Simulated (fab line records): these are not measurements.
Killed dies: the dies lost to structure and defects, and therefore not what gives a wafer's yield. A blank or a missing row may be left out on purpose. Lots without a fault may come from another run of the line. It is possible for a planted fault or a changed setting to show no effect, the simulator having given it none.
Chamber matching -- flow n5-finfet -- N5_FIN_SAQP_MANDREL_ETCH_22 on rie-si-02 has 4 sister chambers
The step etches a-Si in HBr/Cl2, stops on SiNx, target depth 60 nm, bt time 10 s, time 30 s. 4 wafers are shown with their chamber, then 11 later ones without.

== WAFERS PAIRED WITH THEIR CHAMBERS ==
wafer,chamber,throttle-valve-pct (%)
L081.1,1,35.0
L081.2,0,36.0
L081.3,2,35.5
L082.1,3,34.9

== WAFERS WITHOUT THEIR CHAMBER ==
wafer,throttle-valve-pct (%)
L082.3,35.5
L082.6,34.9
L083.2,34.9
L083.5,36.0
L083.6,34.9
L087.2,35.0
L087.3,34.9
L087.4,36.0
L091.2,34.9
L091.4,35.5
L091.5,36.1

== WHICH CHAMBER EACH ONE RAN IN ==
wafer,from the rows above,in truth
L082.3,2,2
L082.6,3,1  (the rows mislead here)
L083.2,3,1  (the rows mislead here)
L083.5,0,0
L083.6,3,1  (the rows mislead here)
L087.2,1,1
L087.3,3,3
L087.4,0,0
L091.2,3,3
L091.4,2,2
L091.5,0,0
Placed correctly: 8 of 11. Left unplaced by these rows: 0. Number placed wrongly: 3.
How it was worked out, from the rows above alone: a wafer's distance from a chamber is the root of the sum, over the readings, of the square of ((its reading less the chamber's mean) divided by the reading's scatter). The wafer belongs to the nearest chamber; if the next one is less than 2 further off, it can't be placed. Each chamber's mean is taken over the wafers shown for it. The scatter: with one shown wafer a chamber, the root of the mean of the squares of how far each hidden wafer lies from its nearest shown one.
